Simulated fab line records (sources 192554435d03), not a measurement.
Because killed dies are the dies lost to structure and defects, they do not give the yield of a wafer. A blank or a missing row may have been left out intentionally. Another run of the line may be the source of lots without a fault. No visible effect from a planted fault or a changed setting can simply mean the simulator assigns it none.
Split-lot study | flow n5_finfet | route with 1938 steps; 7 lots, 39 wafers read

THE SPLIT
At N5_BEOL_M13_ILD_DEP_00 (deposits SiOC from DEMS/O2, target thk 837.92 nm, time 166.4 s), the setting time_s was moved away from the recipe's 166.4 s on 9 of the 39 wafers read, by +23.7% to +55.5%. This setting was run at the recipe's value on the other wafers.

FROM THE SPLIT TO THE READING: what the file shows between them, 6 steps
- N5_BEOL_M13_THK_MEAS_01
- N5_BEOL_M13_COAT_58: time 60 s, resist thk 89 nm
- N5_BEOL_M13_COAT_04: resist thk 400 nm
- N5_BEOL_M13_DESCUM_15: chemistry O2, time 7.9 s
- N5_BEOL_M13_ETCH_59: etches BARC in N2/H2, target depth 89 nm, overetch 26.7 nm, time 67.9 s
- N5_BEOL_M13_VIA_ETCH_16: etches SiOC in C4F8/O2/Ar, target depth 921.7 nm

THE READING
oes_product_au, in a.u., at N5_BEOL_M13_STRIP_63 (strips in N2/H2). Fault-free wafers of this fab line usually give 0.674 a.u., standard deviation 0.005 a.u.

wafer  | tool, chamber at the split | time_s as run, s | against the recipe | oes_product_au, a.u. | against lot-mates on the recipe
L074.1 | pecvd-04, 0                | 205.8            | +23.7%             | 0.464                | -0.206
L074.2 | pecvd-04, 2                | 205.8            | +23.7%             | 0.434                | -0.236
L074.3 | pecvd-04, 1                | 166.4            | recipe             | 0.671                | -
L074.4 | pecvd-04, 0                | 166.4            | recipe             | 0.667                | -
L074.5 | pecvd-04, 2                | 166.4            | recipe             | 0.671                | -
L074.6 | pecvd-04, 1                | 205.8            | +23.7%             | 0.473                | -0.197
L078.1 | pecvd-04, 1                | 166.4            | recipe             | 0.680                | -
L078.2 | pecvd-04, 0                | 166.4            | recipe             | 0.669                | -
L078.3 | pecvd-04, 2                | 166.4            | recipe             | 0.670                | -
L078.4 | pecvd-04, 1                | 166.4            | recipe             | 0.675                | -
L078.5 | pecvd-04, 2                | 166.4            | recipe             | 0.666                | -
L078.6 | pecvd-04, 0                | 166.4            | recipe             | 0.672                | -
L083.1 | pecvd-04, 2                | 166.4            | recipe             | 0.675                | -
L083.2 | pecvd-04, 1                | 166.4            | recipe             | 0.668                | -
L083.3 | pecvd-04, 0                | 166.4            | recipe             | 0.669                | -
L083.4 | pecvd-04, 1                | 166.4            | recipe             | 0.673                | -
L083.5 | pecvd-04, 0                | 166.4            | recipe             | 0.679                | -
L083.6 | pecvd-04, 2                | 166.4            | recipe             | 0.665                | -
L081.1 | pecvd-02, 0                | 166.4            | recipe             | 0.667                | -
L081.2 | pecvd-02, 2                | 166.4            | recipe             | 0.680                | -
L081.3 | pecvd-02, 1                | 166.4            | recipe             | 0.683                | -
L081.4 | pecvd-02, 2                | 166.4            | recipe             | 0.682                | -
L081.5 | pecvd-02, 0                | 166.4            | recipe             | 0.685                | -
L081.6 | pecvd-02, 1                | 166.4            | recipe             | 0.676                | -
L084.1 | pecvd-02, 1                | 258.7            | +55.5%             | 0.233                | -0.443
L084.2 | pecvd-02, 2                | 166.4            | recipe             | 0.675                | -
L084.3 | pecvd-02, 0                | 166.4            | recipe             | 0.679                | -
L084.4 | pecvd-02, 0                | 166.4            | recipe             | 0.675                | -
L084.5 | pecvd-02, 1                | 258.7            | +55.5%             | 0.224                | -0.452
L084.6 | pecvd-02, 2                | 258.7            | +55.5%             | 0.227                | -0.449
L082.1 | pecvd-04, 1                | 166.4            | recipe             | 0.680                | -
L082.2 | pecvd-04, 0                | 235.3            | +41.4%             | 0.228                | -0.449
L082.3 | pecvd-04, 2                | 166.4            | recipe             | 0.676                | -
L082.4 | pecvd-04, 1                | 235.3            | +41.4%             | 0.227                | -0.450
L082.5 | pecvd-04, 2                | 235.3            | +41.4%             | 0.228                | -0.449
L082.6 | pecvd-04, 0                | 166.4            | recipe             | 0.675                | -
L095.1 | pecvd-04, 0                | 166.4            | recipe             | 0.674                | -
L095.3 | pecvd-04, 2                | 166.4            | recipe             | 0.683                | -
L095.5 | pecvd-04, 1                | 166.4            | recipe             | 0.671                | -

THE FIT
A straight line over all 39 wafers: oes_product_au changes by -0.009 a.u. for each +1% of time_s; r = -0.99; the points scatter about the line by 0.027 a.u.
The same after taking each lot's own level away (the mean of its wafers on the recipe; 39 wafers): -0.00903 a.u. for each +1%; r = -0.99; scatter 0.027 a.u.
On that fit, the largest move of time_s shifts the reading by 0.5 a.u.
Measured against the standard deviation above, the lots' own levels, which go from 0.6697 to 0.6788 a.u., span 1.8 times it.
Consequently the slope shifts little with the lot-to-lot level, the two slopes agreeing.
Check: with one of the wafers moved furthest among these (+55.5%) left out of the fit, the line predicts -0.517 a.u. for it against its lot-mates. It came out at -0.443 a.u. against them.

THE WHOLE CHAIN: every reading that the file lists as answering this split, in the file's order
step                    | what it does                                                   | reading                                                                             | change (the file's fit)                                                                       | r (the file's)
N5_BEOL_M13_ILD_DEP_00  | deposits SiOC from DEMS/O2, target thk 837.92 nm, time 166.4 s | SiOC_of_BEOL_M13_ILD_DEP_00.thk_nm (the simulator's own value, which no gauge read) | +8.47 nm for each +1% of the setting                                                          | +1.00
N5_BEOL_M13_THK_MEAS_01 |                                                                | M13_ILD_THK                                                                         | +8.47 for each +1% of the setting                                                             | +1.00
N5_BEOL_M13_VIA_ETCH_16 | etches SiOC in C4F8/O2/Ar, target depth 921.7 nm               | etch.depth_nm (the simulator's own value, which no gauge read)                      | +8.47 nm for each +1% of the setting                                                          | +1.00
N5_BEOL_M13_VIA_ETCH_16 | etches SiOC in C4F8/O2/Ar, target depth 921.7 nm               | BARC_of_BEOL_M13_COAT_58.thk_nm (the simulator's own value, which no gauge read)    | -0.918 nm for each +1% of the setting                                                         | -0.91
N5_BEOL_M13_VIA_ETCH_16 | etches SiOC in C4F8/O2/Ar, target depth 921.7 nm               | coat_of_BEOL_M13_COAT_04.thk_nm (the simulator's own value, which no gauge read)    | -1.61 nm for each +1% of the setting                                                          | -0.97
N5_BEOL_M13_STRIP_63    | strips in N2/H2                                                | oes_product_au                                                                      | -0.00907 a.u. for each +1% of the setting                                                     | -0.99
N5_BEOL_M13_STRIP_63    | strips in N2/H2                                                | strip_time_to_endpoint_s                                                            | not straight: withheld at the lowest setting, withheld at the recipe, withheld at the highest | not given
N5_BEOL_M13_STRIP_64    | strips in N2/H2                                                | strip_time_to_endpoint_s                                                            | withheld for each +1% of the setting                                                          | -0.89

FILE'S OWN FIT
oes_product_au changes by -0.00907 a.u. for each +1% of time_s, r = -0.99.
